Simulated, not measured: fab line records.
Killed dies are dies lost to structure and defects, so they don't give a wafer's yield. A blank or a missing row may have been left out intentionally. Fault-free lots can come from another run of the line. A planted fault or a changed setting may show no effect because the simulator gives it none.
What tool caused it?    flow nand harc    11 lots with 33 wafers sampled at 7 steps, on a route of 1302 steps

== WHAT THE GAUGES SHOWED, per wafer ==
NHARC_THIN_TSV_CD_MEAS_12: target cd 1000 nm.
lot   measured      on         cd nm (nm)
L775  day 23 21:29  cd sem-03  1002.2 1002.4 999.0
L776  day 24 10:05  cd sem-01  998.5 999.1 998.3
L777  day 24 11:10  cd sem-02  996.8 999.7 998.2
L778  day 25 21:57  cd sem-01  1001.2 999.0 998.1
L781  day 26 15:43  cd sem-02  995.7 997.2 998.1
L788  day 29 14:28  cd sem-01  1014.1 1013.1 1013.2
L791  day 30 08:12  cd sem-02  1011.6 1009.5 1013.5
L793  day 31 11:35  cd sem-03  1007.5 1009.4 1008.9
L796  day 32 18:25  cd sem-03  996.3 997.3 998.2
L798  day 33 15:57  cd sem-02  995.8 995.9 994.8
L797  day 33 17:03  cd sem-01  1000.8 999.8 1000.5

NHARC_THIN_TSV_CD_MEAS_37.
lot   measured      on         cd nm (nm)
L775  day 24 04:56  cd sem-01  4999.5 5000.0 4996.9
L776  day 24 17:39  cd sem-01  4996.6 4999.5 4998.6
L777  day 24 18:34  cd sem-01  4996.9 4999.4 4996.3
L778  day 26 08:48  cd sem-01  5000.9 4996.5 4997.5
L781  day 26 23:27  cd sem-02  4994.7 4995.9 4996.2
L788  day 29 21:59  cd sem-03  5012.0 5011.8 5011.8
L791  day 30 15:35  cd sem-03  5010.9 5009.7 5013.3
L793  day 31 19:46  cd sem-01  5008.6 5009.1 5008.7
L796  day 33 02:00  cd sem-03  4995.3 4996.6 4997.4
L798  day 33 23:31  cd sem-03  4994.1 4997.2 4993.9
L797  day 34 00:28  cd sem-01  4998.4 4996.4 5000.7

NHARC_END_SORT_01.
lot   measured      on         defect limited yield (%)  killed at array  killed at other  killed at periphery  killed dies  killed open  killed short  sort_bin_2_pct (%)  sort_bin_3_pct (%)  sort_bin_4_pct (%)  sort n pass  sort rim yield pct (%)  sort yield pct (%)
L776  day 25 02:49  prober-01  89 91 91                  69 57 56         2 1 2            4 2 0                75 60 58     1 4 5        3 0 3         3.2 3.5 2.5         1.0 0.6 0.1         6.8 4.7 5.9         602 617 619  90 89 94                89 91 91
L778  day 26 17:32  prober-02  89 92 90                  67 54 59         0 1 0            5 2 9                72 57 68     6 3 3        2 1 1         3.1 3.7 3.2         1.2 0.3 0.9         6.4 4.4 5.9         605 620 609  93 92 91                89 92 90
L788  day 30 06:29  prober-01  94 94 93                  41 38 43         0 0 0            3 4 4                44 42 47     5 2 6        7 2 2         1.6 2.1 2.2         0.6 0.4 0.9         4.3 3.7 3.8         633 635 630  91 92 95                94 94 93

== WHICH TOOL RAN EACH LOT (tool, then ch and the chambers of the sampled wafers, then the start) ==
lot   NHARC_A_BONDPAD_PRE_CLEAN_26             NHARC_A_BONDPAD_ANNEAL_28         NHARC_THIN_TSV_DEP_43            NHARC_THIN_TSV_EXPOSE_09
L775  pvd sputter-02, day 23 06:02 or earlier  rtp anneal-01 ch 0, day 23 06:02  pecvd-01 ch 0,1, day 23 20:47    krf scanner-03 ch 0, day 23 21:20
L776  pvd sputter-03, day 23 20:45 or earlier  rtp anneal-01 ch 0, day 23 20:45  pecvd-03 ch 0,1, day 24 09:18    krf scanner-03 ch 0, day 24 09:56
L777  pvd sputter-02, day 23 21:00 or earlier  rtp anneal-02 ch 0, day 23 21:00  pecvd-03 ch 1,2, day 24 10:31    krf scanner-03 ch 0, day 24 11:01
L778  pvd sputter-03, day 24 21:02 or earlier  rtp anneal-01 ch 0, day 24 21:02  pecvd-04 ch 0,1,2, day 25 21:17  krf scanner-04 ch 0, day 25 21:48
L781  pvd sputter-02, day 26 02:45 or earlier  rtp anneal-01 ch 0, day 26 02:45  pecvd-01 ch 0,1, day 26 14:53    krf scanner-01 ch 0, day 26 15:34
L788  pvd sputter-01, day 28 23:54 or earlier  rtp anneal-01 ch 0, day 28 23:54  pecvd-03 ch 0,1,2, day 29 13:40  krf scanner-03 ch 0, day 29 14:18
L791  pvd sputter-01, day 29 20:54 or earlier  rtp anneal-01 ch 0, day 29 20:54  pecvd-04 ch 0,1,2, day 30 07:28  krf scanner-03 ch 0, day 30 08:02
L793  pvd sputter-01, day 30 22:28 or earlier  rtp anneal-02 ch 0, day 30 22:28  pecvd-04 ch 0,1,2, day 31 10:44  krf scanner-03 ch 0, day 31 11:26
L796  pvd sputter-02, day 32 05:31 or earlier  rtp anneal-01 ch 0, day 32 05:31  pecvd-03 ch 0,1, day 32 17:43    krf scanner-01 ch 0, day 32 18:16
L798  pvd sputter-03, day 33 02:19 or earlier  rtp anneal-01 ch 0, day 33 02:19  pecvd-03 ch 1,2, day 33 15:15    krf scanner-04 ch 0, day 33 15:48
L797  pvd sputter-01, day 33 03:19 or earlier  rtp anneal-02 ch 0, day 33 03:19  pecvd-01 ch 0,1,2, day 33 16:22  krf scanner-04 ch 0, day 33 16:53
- NHARC_A_BONDPAD_PRE_CLEAN_26: time 30 s.
- NHARC_A_BONDPAD_ANNEAL_28: time 90 s.
- NHARC_THIN_TSV_DEP_43: deposits SiO2, target thk 1328.5 nm.
- NHARC_THIN_TSV_EXPOSE_09: exposes mask TSV.

== WHAT THE TOOLS THEMSELVES READ (means of the sampled wafers that have a number; where no wafer has one, the mark that the record gives instead) ==
NHARC_A_BONDPAD_PRE_CLEAN_26.
lot   tool            heater power w (W)
L775  pvd sputter-02  399
L776  pvd sputter-03  418
L777  pvd sputter-02  404
L778  pvd sputter-03  433
L781  pvd sputter-02  385
L788  pvd sputter-01  417
L791  pvd sputter-01  434
L793  pvd sputter-01  402
L796  pvd sputter-02  397
L798  pvd sputter-03  438
L797  pvd sputter-01  433

NHARC_A_BONDPAD_ANNEAL_28.
lot   tool           anneal temp c max  wafer_temp_C_max
L775  rtp anneal-01  226.7              225.79
L776  rtp anneal-01  226.4              225.81
L777  rtp anneal-02  225.7              226.14
L778  rtp anneal-01  226.8              225.92
L781  rtp anneal-01  226.4              225.78
L788  rtp anneal-01  226.8              225.84
L791  rtp anneal-01  226.6              225.99
L793  rtp anneal-02  226.0              225.87
L796  rtp anneal-01  226.6              225.82
L798  rtp anneal-01  226.9              225.73
L797  rtp anneal-02  225.7              226.05

NHARC_THIN_TSV_DEP_43.
lot   tool      throttle valve pct (%)
L775  pecvd-01  15.8
L776  pecvd-03  15.6
L777  pecvd-03  15.5
L778  pecvd-04  16.4
L781  pecvd-01  16.0
L788  pecvd-03  15.9
L791  pecvd-04  15.9
L793  pecvd-04  15.9
L796  pecvd-03  15.5
L798  pecvd-03  15.5
L797  pecvd-01  15.8

NHARC_THIN_TSV_EXPOSE_09.
lot   tool            exposure dose mJ cm2
L775  krf scanner-03  30.77
L776  krf scanner-03  30.74
L777  krf scanner-03  30.66
L778  krf scanner-04  30.68
L781  krf scanner-01  30.67
L788  krf scanner-03  47.61
L791  krf scanner-03  44.57
L793  krf scanner-03  44.56
L796  krf scanner-01  30.66
L798  krf scanner-04  30.64
L797  krf scanner-04  30.60

== THE ANSWER, worked out from the rows above alone ==
Rule: usual is defined by the lots themselves. Put in order of their means at a reading, lots are off if they are a third of the lots or fewer, leave a main group of 4 or more, and stand apart from it by a gap of 3 or more times the standard deviation of the main group's means; of several such gaps the widest counts. A main group whose means are all the same, to the digits that the tables above print for the reading, isn't used. A lot without any number at a reading at which 4 lots or more have one is off too. The other lots that the step has rows for count as sound. Order of review: gauges by route order, followed by the tools' own readings, for which a lot's mean as printed above is used. The first step at which some lot is off is used, and at that step the reading that is off furthest; a lot without a number counts as furthest.
Off: L788, L791, L793, at NHARC_THIN_TSV_CD_MEAS_12 (cd nm). For the main group the mean is 998.5 nm and the standard deviation 1.7.
If a tool, at a process step before that reading, ran all the lots that are off and no sound lot after the first of them, it fits. Not tried: the gauges at NHARC_THIN_TSV_CD_MEAS_12; whatever is off there is also off at NHARC_THIN_TSV_EXPOSE_09, on other tools, and gauge error can't account for it. Because NHARC_A_BONDPAD_PRE_CLEAN_26 lacks a start for some lots, the hours and order of its lots are taken from NHARC_A_BONDPAD_ANNEAL_28. One fits: krf scanner-03 at NHARC_THIN_TSV_EXPOSE_09. Its last sound lot is L777 (day 24 11:01), its first lot that is off L788 (day 29 14:18): a fault that began between those two fits.
On the lots that are off, the tool's own readings at NHARC_THIN_TSV_EXPOSE_09 differ by more than 5 times the standard deviation of the sound lots' means, which bears it out; exposure dose mJ cm2 reads 45.58 there versus 30.68 on the sound lots.

== WHAT WAS PUT IN BY THE SIMULATOR ==
Drift in process parameters on krf scanner-03 at NHARC_THIN_TSV_EXPOSE_09, starting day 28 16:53. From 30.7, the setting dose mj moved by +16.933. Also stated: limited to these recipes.
Struck lots among those shown: L788, L791, L793. This agrees with what the rule above found.
